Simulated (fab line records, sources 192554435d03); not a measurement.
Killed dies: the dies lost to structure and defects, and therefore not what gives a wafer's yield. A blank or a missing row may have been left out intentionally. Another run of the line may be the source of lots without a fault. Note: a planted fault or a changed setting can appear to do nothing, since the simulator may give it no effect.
Which tool was responsible? + flow n5 finfet + 36 wafers from 12 lots sampled at 2 of the route's 1938 steps

WHAT EACH GAUGE READ, for each wafer
N5_BEOL_M14_CD_MEAS_17 targets a cd of 250 nm.
| lot  | measured     | on        | cd nm (nm)        |
|------|--------------|-----------|-------------------|
| L076 | day 11 17:11 | cd sem-03 | 252.6 247.7 250.9 |
| L077 | day 12 00:35 | cd sem-03 | 248.8 248.6 255.9 |
| L079 | day 12 16:19 | cd sem-01 | 254.9 251.3 249.3 |
| L080 | day 13 11:17 | cd sem-02 | 251.8 250.2 248.0 |
| L083 | day 14 01:03 | cd sem-03 | 251.2 253.1 251.6 |
| L085 | day 14 04:14 | cd sem-03 | 252.6 253.2 252.7 |
| L087 | day 14 23:05 | cd sem-03 | 249.9 249.7 251.7 |
| L091 | day 15 13:50 | cd sem-02 | 249.7 252.3 257.5 |
| L088 | day 16 05:37 | cd sem-02 | 251.8 250.6 251.7 |
| L095 | day 16 10:19 | cd sem-03 | 246.9 250.1 247.1 |
| L093 | day 17 09:50 | cd sem-02 | 251.8 251.6 249.2 |
| L097 | day 18 07:10 | cd sem-01 | 252.1 252.2 248.6 |

EACH LOT AND THE TOOL THAT RAN IT (in order: tool; ch and the chambers of the sampled wafers; start)
| lot  | N5_BEOL_M13_DEP_53              |
|------|---------------------------------|
| L076 | pecvd-03 ch 0,1, day 11 16:02   |
| L077 | pecvd-03 ch 1,2, day 11 23:26   |
| L079 | pecvd-02 ch 0,1,2, day 12 15:10 |
| L080 | pecvd-01 ch 1,2, day 13 10:07   |
| L083 | pecvd-03 ch 1,2, day 13 23:54   |
| L085 | pecvd-02 ch 0,1, day 14 02:57   |
| L087 | pecvd-01 ch 1, day 14 21:40     |
| L091 | pecvd-03 ch 0,1,2, day 15 12:34 |
| L088 | pecvd-01 ch 0,1,2, day 16 04:19 |
| L095 | pecvd-03 ch 1,2, day 16 08:43   |
| L093 | pecvd-02 ch 0,1,2, day 17 08:40 |
| L097 | pecvd-01 ch 0,2, day 18 05:56   |
- N5_BEOL_M13_DEP_53: deposits SiCN from 3MS/NH3, target thk 50 nm, time 17.8 s.

THE ANSWER, worked out from the rows above alone
Rule: the lots themselves supply what counts as usual. Put in order of their means at a reading, lots are off if they are a third of the lots or fewer, leave a main group of 4 or more, and stand apart from it by a gap of 3 or more times the standard deviation of the main group's means; of several such gaps the widest counts. A main group whose means are all the same, to the digits that the tables above print for the reading, isn't used. Also off: a lot with no number at a reading for which 4 or more lots have one. All remaining lots with rows at the step are treated as sound.
No lot is off on any of the readings shown, so nothing can be concluded from this.

WHAT THE SIMULATOR PUT IN
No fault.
